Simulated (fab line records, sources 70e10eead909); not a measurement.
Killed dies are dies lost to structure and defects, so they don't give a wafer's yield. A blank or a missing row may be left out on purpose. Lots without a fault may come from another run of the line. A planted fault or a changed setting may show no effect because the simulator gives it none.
fab line records | flow nand_harc | part 1 of 2: steps 1 to 4 of 6
record lots=22 wafers=66 last_day=33
route steps=1302 shown A_CONTACT@1101 A_BLC@1125 A_M0@1150
lots that met no fault: from a run of the same line without faults
start_h: hours from the record's first day to the start of the lot's first wafer shown | wait_h: hours since the lot's step before | " the same as in the row above | L1.1+2: a row that stands for several wafers | - no value, or no start given | * or withheld: withheld | < > ~ a bound
route shown NAME@n: a module of which the file shows steps, and the number in the route of the first | usual: mean/standard deviation of fault-free wafers | same: alike in all rows | chamber/n: place in a boat | sites: the reading at each site | _std_site: their standard deviation | _edge_site: outer sites' mean less inner sites' | radius_mm: how far each site lies from the wafer's centre | mask NAME#n: copy n | behind: the tool/chamber that last shaped the wafer | hold: why the lot was held/for how many hours/how that ended | device: the transistor (n, p or np) that didn't switch | end of line: the same wafers' tests at the end of the route | a step without rows: its recipe alone | killed: dies lost to structure and defects at the first sort, not the wafer's yield | map: a wafer's dies, x killed, . not, _ none there
set.NAME: the setting as run; set.NAME@STEP: as run at that earlier step | model.NAME: the simulator's own value behind a step, which no gauge read
steps of the route over a sample of lots; a table a step, a row a wafer
services: from which hour (start_h, from the record's first day; less than 0 if before it) a tool's chamber was out of use, for how many hours, and why
## steps
# step NHARC_A_CONTACT_ALD_18
# recipe target_thk_a=30 pulse_time_s=1 ald_cycles=150 temp_c=450 material=TiN
# usual heater_power_w=1031/75 precursor_pulse_height_rel=0.999/0.02 susceptor_temp_C=450.00/0.2
# columns lot.wafer tool chamber start_h wait_h heater_power_w precursor_pulse_height_rel susceptor_temp_C
L074.3 ald_metal-03 3 521.48 - 1106 0.991 449.89
L074.2 " 1 " " 966 1.006 449.99
L074.5 " 3 " " 1100 0.945 449.91
L077.2 ald_metal-04 1 526.96 - 1040 0.983 449.95
L077.1 " 2 " " 1070 1.020 449.95
L077.5 " 1 " " 1053 1.009 449.94
L075.4 ald_metal-03 1 527.67 - 957 0.999 449.99
L075.1 " 2 " " 983 0.980 450.07
L075.6 " 2 " " 1033 1.019 449.83
L076.2 ald_metal-01 3 537.04 - 1124 0.979 449.95
L076.4 " 1 " " 1106 0.985 449.86
L076.5 " 3 " " 1168 1.025 449.89
L078.2 ald_metal-04 1 553.97 - 1087 0.975 449.95
L078.6 " 1 " " 1048 0.993 449.93
L078.5 " 2 " " 1090 0.982 449.87
L079.4 ald_metal-01 3 581.23 - 1150 0.984 449.99
L079.3 " 0 " " 1006 1.031 449.88
L079.5 " 3 " " 1153 1.008 450.18
L081.4 ald_metal-01 3 594.87 - 1156 0.992 449.99
L081.2 " 1 " " 1083 0.986 449.89
L081.5 " 3 " " 1140 1.029 450.01
L080.3 ald_metal-04 0 601.59 - 886 0.991 449.91
L080.2 " 1 " " 1049 0.998 449.96
L080.5 " 0 " " 896 0.999 450.22
L084.3 ald_metal-01 1 610.29 - 1097 1.013 449.96
L084.1 " 2 " " 1015 0.947 449.76
L084.6 " 1 " " 1067 0.980 449.94
L085.4 ald_metal-01 0 616.90 - 1005 1.041 450.14
L085.3 " 1 " " 1075 1.019 450.37
L085.5 " 3 " " 1159 0.998 449.84
L082.2 ald_metal-03 0 620.38 - 1018 0.978 450.01
L082.6 " 0 " " 987 1.030 450.10
L082.5 " 1 " " 934 0.992 449.94
L088.4 ald_metal-01 3 644.63 - 1107 1.017 449.66
L088.1 " 2 " " 990 0.986 449.94
L088.5 " 3 " " 1129 0.986 449.92
L087.1 ald_metal-03 3 647.02 - 1126 1.002 449.67
L087.2 " 1 " " 952 1.010 450.16
L087.6 " 2 " " 948 0.963 449.74
L086.4 ald_metal-04 3 649.00 - 1073 1.033 449.86
L086.3 " 0 " " 889 0.982 450.40
L086.6 " 2 " " 1105 0.982 450.04
L089.2 ald_metal-03 0 657.75 - 960 1.000 449.80
L089.1 " 3 " " 1082 1.018 450.06
L089.5 " 1 " " 971 0.992 449.59
L090.3 ald_metal-03 3 664.58 - 1099 0.966 -
L090.1 " 0 " " 985 0.980 -
L090.4 " 1 " " 962 1.022 -
L093.2 ald_metal-01 1 691.91 - 1093 0.993 450.27
L093.3 " 2 " " 1005 0.987 450.04
L093.5 " 1 " " 1072 0.999 450.19
L091.2 ald_metal-03 0 699.02 - 975 1.000 449.96
L091.6 " 1 " " 949 0.956 449.95
L091.5 " 2 " " 966 0.962 449.92
L094.4 ald_metal-04 0 704.42 - 860 1.034 449.90
L094.1 " 1 " " 1030 0.987 450.45
L094.5 " 0 " " 868 0.997 449.93
L095.4 ald_metal-01 0 729.96 - 1010 0.996 449.93
L095.1 " 2 " " 982 1.033 450.03
L095.5 " 3 " " 1101 0.983 450.42
L096.1 ald_metal-04 2 732.38 - 1007 1.010 449.77
L096.5 " 1 " " 1017 0.998 449.80
L096.6 " 2 " " 1030 0.998 449.40
L097.3 ald_metal-01 2 747.41 - 1028 0.982 450.37
L097.4 " 0 " " 1050 1.003 449.87
L097.1 " 1 " " 1104 0.959 449.99
# step NHARC_A_BLC_STRIP_29
# recipe cf4_flow_sccm=150 ar_flow_sccm=0 bias_w=0 chemistry=CF4
# usual drypump_motor_current_A=5.8/0.36 oes_product_au=0.998/0.0093 rf_vpp_V=59.4/0.92 showerhead_plenum_p_Torr=1.77/0.084 throttle_valve_pct=13.284/0.0091
# columns lot.wafer tool chamber start_h wait_h drypump_motor_current_A oes_product_au rf_hours_counter_h rf_vpp_V showerhead_plenum_p_Torr throttle_valve_pct
L074.2 rie_diel-12 0 524.75 0.1 6.1 0.989 6 60.9 1.82 13.286
L074.3 " 1 " " 5.9 1.008 6 57.8 1.84 13.273
L074.5 " 2 " " 5.8 0.998 - 61.7 1.87 13.291
L077.1 rie_diel-13 2 530.06 0.1 5.0 0.989 0 58.1 1.69 13.272
L077.2 " 1 " " 5.6 1.001 1 58.8 1.65 13.279
L077.5 " 3 " " 5.4 0.995 - 59.0 1.72 13.275
L075.4 rie_diel-07 2 530.95 0.1 5.7 0.998 19 60.0 1.85 13.277
L075.1 " 3 " " 5.6 0.985 20 59.1 1.72 13.290
L075.6 " 0 " " 6.2 1.001 - 59.4 1.68 13.286
L076.2 rie_diel-12 2 540.26 0.1 5.8 1.005 8 59.8 1.87 13.281
L076.4 " 1 " " 5.8 1.005 8 58.5 1.84 13.278
L076.5 " 3 " " 6.1 1.002 - 58.1 1.68 13.294
L078.2 rie_diel-07 3 557.20 0.1 5.6 0.988 26 60.8 1.71 13.296
L078.5 " 3 " " 5.6 0.995 - 58.8 1.71 13.299
L078.6 " 0 " " 6.2 1.006 - 57.6 1.67 13.300
L079.4 rie_diel-12 2 584.46 0.1 5.9 0.996 12 60.4 1.86 13.275
L079.3 " 1 " " 5.8 1.007 11 58.9 1.84 13.287
L079.5 " 3 " " 6.1 0.987 - 58.8 1.68 13.287
L081.2 rie_diel-12 2 598.11 0.1 5.9 0.998 12 60.1 1.86 13.273
L081.4 " 3 " " 6.1 0.995 12 59.5 1.68 13.284
L081.5 " 0 " " 6.0 1.005 - 59.2 1.82 13.277
L080.2 rie_diel-13 3 604.77 0.1 5.4 0.994 4 58.4 1.72 13.291
L080.3 " 1 " " 5.6 1.001 5 58.8 1.65 13.280
L080.5 " 0 " " 6.2 1.001 - 59.4 1.89 13.273
L084.1 rie_diel-07 2 613.50 0.1 5.7 0.999 45 58.5 1.85 13.289
L084.3 " 3 " " 5.6 0.999 44 58.6 1.71 13.297
L084.6 " 2 " " 5.6 0.998 - 61.4 1.85 13.278
L085.3 rie_diel-12 0 619.96 0.1 6.0 1.009 13 59.8 1.82 13.298
L085.4 " 3 " " 6.1 0.997 14 58.8 1.68 13.290
L085.5 " 0 " " 6.1 1.000 - 59.1 1.82 13.303
L082.2 rie_diel-13 3 623.62 0.1 5.4 0.996 6 59.4 1.72 13.282
L082.5 " 3 " " 5.4 0.987 - 59.5 1.72 13.299
L082.6 " 0 " " 6.2 0.994 - 59.2 1.89 13.280
L088.1 rie_diel-12 1 647.74 0.1 5.8 0.985 1 60.4 1.84 13.291
L088.4 " 0 " " 6.0 0.991 - 60.3 1.81 13.292
L088.5 " 2 " " 5.9 1.008 - 61.4 1.86 13.303
L087.2 rie_diel-13 2 650.58 0.1 5.0 0.995 9 58.7 1.69 13.292
L087.1 " 3 " " 5.4 0.980 8 58.0 1.72 13.271
L087.6 " 2 " " 5.0 0.987 - 59.2 1.69 13.303
L086.4 rie_diel-12 0 652.19 0.1 6.1 1.003 3 58.4 1.81 13.271
L086.3 " 1 " " 5.8 0.983 2 60.7 1.84 13.289
L086.6 " 3 " " 6.1 0.991 - 60.6 1.68 13.299
L089.1 rie_diel-13 1 660.86 0.1 5.6 0.985 10 58.5 1.65 13.287
L089.2 " 2 " " 5.0 0.992 10 58.9 1.69 13.272
L089.5 " 2 " " 5.0 0.997 - 59.9 1.69 13.282
L090.3 rie_diel-12 2 667.79 0.1 5.8 1.006 3 59.2 1.86 13.275
L090.4 " 3 " " 6.1 1.022 2 58.2 1.68 13.296
L090.1 " 1 " " 5.8 1.003 3 61.0 1.84 13.282
L093.3 rie_diel-12 0 694.99 0.1 6.0 1.002 5 59.8 1.81 13.274
L093.2 " 3 " " 6.1 1.011 4 58.7 1.68 13.280
L093.5 " 0 " " 6.0 0.992 - 60.8 1.81 13.278
L091.2 rie_diel-12 1 702.33 0.1 5.9 0.980 6 59.4 1.83 13.269
L091.5 " 2 " " 5.9 1.000 - 60.4 1.86 13.286
L091.6 " 3 " " 6.1 1.000 - 59.5 1.68 13.283
L094.4 rie_diel-13 3 707.65 0.1 5.4 1.015 0 59.6 1.72 13.284
L094.1 " 0 " " 6.2 0.983 0 58.4 1.89 13.284
L094.5 " 3 " " 5.4 0.994 - 59.7 1.72 13.289
L095.4 rie_diel-13 3 733.06 0.1 5.4 1.001 1 58.8 1.72 13.274
L095.1 " 0 " " 6.2 1.000 2 60.2 1.89 13.287
L095.5 " 2 " " 5.0 1.004 - 59.8 1.69 13.274
L096.1 rie_diel-12 0 735.62 0.1 6.1 0.994 9 60.2 1.81 13.275
L096.6 " 1 " " 5.8 0.979 - 59.0 1.83 13.287
L096.5 " 2 " " 5.8 0.996 - 59.1 1.86 13.291
L097.1 rie_diel-12 2 750.50 0.1 5.8 1.008 8 59.4 1.86 13.269
L097.4 " 0 " " 6.1 0.995 10 57.8 1.81 13.283
L097.3 " 1 " " 5.8 0.986 10 59.8 1.83 13.279
# step NHARC_A_BLC_STRIP_21
# recipe o2_flow_sccm=500 ar_flow_sccm=0 bias_w=0 chemistry=O2
# usual drypump_motor_current_A=5.9/0.35 oes_product_au=0.998/0.009 rf_vpp_V=57.7/0.85 showerhead_plenum_p_Torr=3.55/0.17 throttle_valve_pct=17.036/0.0078
# columns lot.wafer tool chamber start_h wait_h drypump_motor_current_A oes_product_au rf_hours_counter_h rf_vpp_V showerhead_plenum_p_Torr throttle_valve_pct
L074.3 rie_diel-12 1 525.12 0.3 5.8 1.006 6 57.5 3.67 17.028
L074.2 " 2 " " 5.9 0.992 6 58.5 3.72 17.033
L074.5 " 1 " " 5.8 1.008 - 57.9 3.67 17.033
L077.1 rie_diel-13 2 530.17 0.1 5.0 0.990 0 57.6 3.38 17.031
L077.2 " 0 " " 6.2 1.001 1 58.6 3.77 17.042
L077.5 " 3 " " 5.4 0.989 - 56.2 3.44 17.037
L075.1 rie_diel-07 0 531.04 0.1 6.2 1.010 20 58.0 3.34 17.042
L075.4 " 2 " " 5.7 1.000 19 57.6 3.70 17.034
L075.6 " 1 " " 6.7 1.008 - 55.6 3.30 17.038
L076.2 rie_diel-12 1 540.37 0.1 5.8 1.016 8 58.0 3.67 17.042
L076.4 " 2 " " 5.9 0.993 8 56.2 3.72 17.044
L076.5 " 0 " " 6.1 0.995 - 56.2 3.62 17.026
L078.2 rie_diel-07 1 557.32 0.1 6.7 1.007 26 57.4 3.30 17.027
L078.6 " 0 " " 6.2 1.006 - 56.9 3.34 17.032
L078.5 " 1 " " 6.6 1.005 - 57.0 3.30 17.038
L079.4 rie_diel-12 0 584.59 0.1 6.1 0.995 10 57.9 3.62 17.024
L079.3 " 1 " " 5.8 0.999 11 55.7 3.66 17.027
L079.5 " 2 " " 5.8 1.008 - 59.8 3.72 17.053
L081.2 rie_diel-12 0 598.19 0.1 6.1 0.992 11 57.8 3.62 17.041
L081.4 " 2 " " 5.8 0.993 12 58.2 3.72 17.049
L081.5 " 0 " " 6.1 0.984 - 58.0 3.62 17.027
L080.2 rie_diel-13 1 604.90 0.1 5.6 0.982 5 56.6 3.29 17.053
L080.3 " 2 " " 5.0 0.994 5 57.2 3.37 17.042
L080.5 " 0 " " 6.2 0.994 - 58.6 3.77 17.032
L084.3 rie_diel-07 2 613.61 0.1 5.7 0.999 45 57.2 3.68 17.036
L084.1 " 0 " " 6.2 1.001 46 57.0 3.33 17.037
L084.6 " 2 " " 5.7 0.995 - 58.6 3.68 17.031
L085.3 rie_diel-12 3 620.06 0.1 6.1 0.995 14 56.8 3.35 17.055
L085.4 " 1 " " 5.8 0.983 14 58.2 3.66 17.037
L085.5 " 0 " " 6.1 0.997 - 58.6 3.62 17.047
L082.2 rie_diel-13 2 623.75 0.1 5.0 0.998 7 58.0 3.37 17.035
L082.5 " 0 " " 6.2 1.008 - 59.1 3.77 17.048
L082.6 " 1 " " 5.7 0.993 - 56.8 3.29 17.037
L088.1 rie_diel-12 2 647.88 0.1 5.9 0.998 1 57.5 3.72 17.026
L088.4 " 0 " " 6.1 0.988 - 58.1 3.62 17.034
L088.5 " 2 " " 5.9 1.001 - 58.7 3.72 17.035
L087.1 rie_diel-13 3 650.69 0.1 5.4 0.997 8 58.1 3.43 17.045
L087.2 " 0 " " 6.2 1.006 8 57.7 3.77 17.032
L087.6 " 3 " " 5.4 0.989 - 57.2 3.43 17.023
L086.3 rie_diel-12 0 652.30 0.1 6.0 0.990 3 57.1 3.62 17.036
L086.4 " 1 " " 5.8 0.980 2 58.1 3.66 17.035
L086.6 " 0 " " 6.0 0.990 - 58.5 3.62 17.044
L089.1 rie_diel-13 3 660.97 0.1 5.4 0.993 9 57.9 3.43 17.025
L089.2 " 1 " " 5.6 0.992 10 57.8 3.29 17.038
L089.5 " 0 " " 6.2 0.996 - 58.9 3.77 17.032
L090.4 rie_diel-12 1 667.91 0.1 5.9 0.991 3 57.6 3.66 17.028
L090.1 " 2 " " 5.9 1.000 3 58.1 3.72 17.049
L090.3 " 3 " " 6.2 1.007 2 58.7 3.35 17.024
L093.2 rie_diel-12 2 695.11 0.1 5.9 1.009 4 56.7 3.72 17.036
L093.3 " 0 " " 6.0 1.001 6 58.5 3.62 17.036
L093.5 " 1 " " 5.8 0.991 - 57.7 3.66 17.022
L091.2 rie_diel-12 2 702.42 0.1 5.9 0.997 5 57.7 3.71 17.025
L091.5 " 0 " " 6.1 1.005 - 59.1 3.62 17.046
L091.6 " 1 " " 5.9 0.990 - 57.8 3.66 17.043
L094.4 rie_diel-13 1 707.76 0.1 5.6 1.020 0 57.4 3.29 17.031
L094.1 " 2 " " 5.0 0.999 0 57.2 3.37 17.030
L094.5 " 0 " " 6.2 1.012 - 56.8 3.77 17.046
L095.1 rie_diel-13 3 733.14 0.1 5.4 1.004 1 56.8 3.43 17.034
L095.4 " 0 " " 6.2 1.009 2 57.1 3.77 17.043
L095.5 " 0 " " 6.2 1.000 - 58.4 3.77 17.038
L096.1 rie_diel-12 0 735.72 0.1 6.1 1.001 9 58.0 3.62 17.027
L096.5 " 1 " " 5.8 0.996 - 59.4 3.66 17.033
L096.6 " 2 " " 5.9 1.006 - 57.9 3.71 17.033
L097.1 rie_diel-12 0 750.60 0.1 6.1 1.006 10 57.6 3.62 17.032
L097.4 " 1 " " 5.8 0.988 10 56.4 3.66 17.031
L097.3 " 3 " " 6.1 1.015 7 57.2 3.35 17.032
# step NHARC_A_M0_DESCUM_14
# recipe time_s=3 o2_flow_sccm=200 ar_flow_sccm=0 bias_power_w=0 chemistry=O2
# usual drypump_motor_current_A=5.7/0.41 oes_product_au=1.005/0.01 rf_vpp_V=57.8/0.92 showerhead_plenum_p_Torr=1.94/0.083 throttle_valve_pct=11.310/0.0092
# columns lot.wafer tool chamber start_h wait_h drypump_motor_current_A oes_product_au rf_hours_counter_h rf_vpp_V showerhead_plenum_p_Torr throttle_valve_pct
L074.3 rie_diel-09 0 527.92 0.1 5.6 1.009 1 57.5 2.01 11.301
L074.2 " 1 " " 5.4 0.985 1 56.7 1.92 11.314
L074.5 " 2 " " 5.3 1.008 - 58.1 2.00 11.309
L077.1 rie_diel-09 3 533.05 0.1 6.1 0.999 1 58.6 1.95 11.320
L077.2 " 2 " " 5.3 0.992 1 58.5 2.00 11.314
L077.5 " 3 " " 6.1 1.008 - 59.0 1.95 11.316
L075.1 rie_diel-09 2 533.94 0.1 5.3 1.000 1 58.7 2.00 11.297
L075.4 " 3 " " 6.1 0.995 1 57.4 1.95 11.305
L075.6 " 0 " " 5.6 1.013 - 57.5 2.01 11.305
L076.2 rie_diel-03 3 543.14 0.1 5.2 1.008 4 58.5 1.91 11.298
L076.4 " 1 " " 5.4 1.012 5 57.2 1.83 11.314
L076.5 " 0 " " 6.0 1.016 - 57.8 1.93 11.313
L078.2 rie_diel-03 0 560.10 0.1 6.0 1.009 6 57.2 1.93 11.298
L078.6 " 1 " " 5.4 1.009 - 57.5 1.83 11.319
L078.5 " 2 " " 5.8 1.020 - 56.8 2.02 11.293
L079.3 rie_diel-08 3 587.45 0.1 6.7 1.003 2 56.8 1.78 11.330
L079.4 " 1 " " 5.9 1.000 2 58.6 2.06 11.332
L079.5 " 3 " " 6.7 1.003 - 59.1 1.78 11.323
L081.2 rie_diel-03 1 601.07 0.1 5.4 1.012 9 57.7 1.83 11.316
L081.4 " 3 " " 5.2 1.004 7 57.1 1.91 11.324
L081.5 " 1 " " 5.4 1.018 - 56.6 1.83 11.311
L080.3 rie_diel-09 2 607.65 0.1 5.3 1.002 7 57.1 2.00 11.311
L080.2 " 3 " " 6.1 0.999 6 59.8 1.95 11.305
L080.5 " 1 " " 5.4 0.974 - 58.0 1.92 11.299
L084.1 rie_diel-03 3 616.39 0.1 5.2 0.997 8 55.4 1.91 11.313
L084.3 " 0 " " 6.0 1.014 9 57.7 1.93 11.324
L084.6 " 1 " " 5.4 1.010 - 57.8 1.83 11.312
L085.3 rie_diel-08 2 622.97 0.1 6.0 1.021 3 57.8 1.98 11.310
L085.4 " 0 " " 5.1 1.020 3 57.1 1.80 11.296
L085.5 " 2 " " 6.0 1.011 - 58.2 1.98 11.315
L082.2 rie_diel-08 0 626.65 0.1 5.1 1.020 4 58.2 1.80 11.319
L082.6 " 1 " " 6.0 1.003 - 58.5 2.06 11.312
L082.5 " 2 " " 6.0 1.013 - 58.1 1.98 11.315
L088.4 rie_diel-03 0 650.76 0.1 6.0 0.995 0 57.4 1.93 11.305
L088.1 " 1 " " 5.4 1.025 0 57.8 1.83 11.297
L088.5 " 0 " " 6.0 0.991 - 58.4 1.93 11.291
L087.2 rie_diel-09 0 653.59 0.1 5.6 1.003 8 58.0 2.01 11.321
L087.1 " 2 " " 5.3 0.996 9 58.0 2.00 11.308
L087.6 " 1 " " 5.4 0.993 - 57.6 1.92 11.319
L086.4 rie_diel-08 3 655.10 0.1 6.7 0.997 5 57.3 1.78 11.320
L086.3 " 1 " " 6.0 1.001 5 57.8 2.06 11.302
L086.6 " 3 " " 6.7 0.993 - 56.0 1.78 11.313
L089.1 rie_diel-03 2 663.76 0.1 5.8 1.011 0 58.0 2.02 11.312
L089.2 " 3 " " 5.1 1.002 0 56.7 1.91 11.332
L089.5 " 1 " " 5.4 1.026 - 58.0 1.83 11.308
L090.1 rie_diel-09 2 670.86 0.1 5.3 0.992 9 59.2 2.00 11.313
L090.3 " 3 " " 6.1 1.001 8 57.0 1.95 11.305
L090.4 " 3 " " 6.1 1.006 - 60.0 1.95 11.313
L093.2 rie_diel-08 1 698.07 0.1 6.0 0.998 8 57.3 2.06 11.305
L093.3 " 2 " " 6.0 1.009 8 59.1 1.97 11.309
L093.5 " 1 " " 5.9 0.999 - 57.6 2.06 11.314
L091.2 rie_diel-09 1 705.29 0.1 5.4 1.015 1 57.5 1.92 11.298
L091.5 " 1 " " 5.4 1.010 - 57.2 1.92 11.305
L091.6 " 2 " " 5.4 1.001 - 58.7 2.00 11.321
L094.1 rie_diel-08 1 710.64 0.1 6.0 1.011 9 58.6 2.06 11.299
L094.5 " 0 " " 5.1 0.997 - 58.6 1.79 11.314
L094.4 " 2 " " 6.0 1.009 - 57.6 1.97 11.292
L095.4 rie_diel-08 2 736.20 0.1 6.0 1.006 0 57.7 1.97 11.312
L095.1 " 3 " " 6.7 1.009 0 57.4 1.78 11.296
L095.5 " 0 " " 5.1 1.008 - 56.7 1.79 11.313
L096.1 rie_diel-09 2 738.58 0.1 5.3 0.992 2 57.0 2.00 11.305
L096.5 " 1 " " 5.4 1.003 - 55.5 1.92 11.300
L096.6 " 2 " " 5.3 1.004 - 58.7 2.00 11.314
L097.1 rie_diel-09 3 753.49 0.1 6.1 0.999 3 57.3 1.95 11.295
L097.3 " 0 " " 5.6 1.012 3 56.0 2.00 11.323
L097.4 " 1 " " 5.4 1.000 2 59.5 1.92 11.301
